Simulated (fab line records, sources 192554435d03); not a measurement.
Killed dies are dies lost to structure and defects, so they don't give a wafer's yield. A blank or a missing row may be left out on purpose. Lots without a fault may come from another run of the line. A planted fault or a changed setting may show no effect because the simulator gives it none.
One fault seen from 3 desks | flow n5_finfet | each desk has only its own numbers; what lay behind them comes last

THE TOOL OWNER'S DESK: rie_diel-03
The tool's own readings at N5_BEOL_M9_ETCH_62 (etches SOC in N2/H2, target depth 110 nm, overetch 22 nm, time 165 s): means of the sampled wafers that have a number, for each lot that ran on this tool. A lot is out of limits, marked OUT, if its mean lies more than 4 standard deviations from the usual mean; the brackets give that distance.
Columns: A = drypump_motor_current_A at N5_BEOL_M9_ETCH_62, usual 6.0 A; B = oes_product_au at N5_BEOL_M9_ETCH_62, usual 0.67 a.u.; C = rf_fwd_power_W at N5_BEOL_M9_ETCH_62, usual 836.8 W; D = rf_vpp_V at N5_BEOL_M9_ETCH_62, usual 523 V; E = showerhead_plenum_p_Torr at N5_BEOL_M9_ETCH_62, usual 2.52 Torr; F = throttle_valve_pct at N5_BEOL_M9_ETCH_62, usual 17.87 %
lot  | first seen here | A   | B    | C               | D              | E    | F
L211 | day 11 19:43    | 5.9 | 0.67 | 833.7           | 523            | 2.53 | 17.76
L212 | day 12 04:22    | 5.8 | 0.65 | 836.4           | 525            | 2.59 | 17.91
L215 | day 13 05:18    | 5.8 | 0.64 | 767.8 (-29) OUT | 541 (+6.1) OUT | 2.58 | 17.93
This desk's finding: out of limits on L215; first on L215, day 13 05:18 (rf_fwd_power_W at N5_BEOL_M9_ETCH_62). In limits: L211, L212.

THE DEFECT DESK
What the inspections along the route counted, lot by lot: means of the sampled wafers that have a number. A lot is out of limits, marked OUT, if its mean lies more than 4 standard deviations from the usual mean; the brackets give that distance.
Columns: A = raw_defect_count at N5_BEOL_M9_INSPECT_13, usual 430
lot  | first seen here | A
L211 | day 11 19:16    | 568
L212 | day 12 04:15    | 450
L214 | day 12 20:40    | 380
L215 | day 13 05:11    | 257
L222 | day 14 17:52    | 468
This desk's finding: nothing out of limits on any of the 5 lots.

THE METROLOGY DESK
What the gauges read, lot by lot, whatever tool the lot ran on: means of the sampled wafers that have a number. A lot is out of limits, marked OUT, if its mean lies more than 4 standard deviations from the usual mean; the brackets give that distance.
Columns: A = cd_nm at N5_BEOL_M9_CD_MEAS_11, usual 64.1 nm; B = M9_OVL at N5_BEOL_M9_OVL_MEAS_12, usual 0.1 nm
lot  | first seen here | A    | B
L211 | day 11 19:12    | 64.3 | 1.2
L212 | day 12 04:12    | 63.8 | 0.9
L214 | day 12 20:36    | 64.3 | 0.3
L215 | day 13 05:07    | 63.7 | 0.0
L222 | day 14 17:49    | 64.3 | -0.2
This desk's finding: nothing out of limits on any of the 5 lots.

PUT TOGETHER
The tool owner's desk could have raised an alarm at day 13 05:18, on L215.
The defect desk saw nothing out of limits.
The metrology desk saw nothing out of limits.
The defect desk has L215 on record, within its limits.
The metrology desk has L215 on record, within its limits.
Of the lots named, all ran N5_BEOL_M9_ETCH_62 on rie_diel-03.

WHAT THE SIMULATOR HAD PUT IN
Process parameter drift: rie_diel-03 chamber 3, from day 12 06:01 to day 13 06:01, at N5_BEOL_M9_ETCH_62. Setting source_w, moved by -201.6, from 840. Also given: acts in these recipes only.
Lots struck among those shown: L215.
Hours from the fault's start to each desk's first reading out of limits: the tool owner's desk, 23.
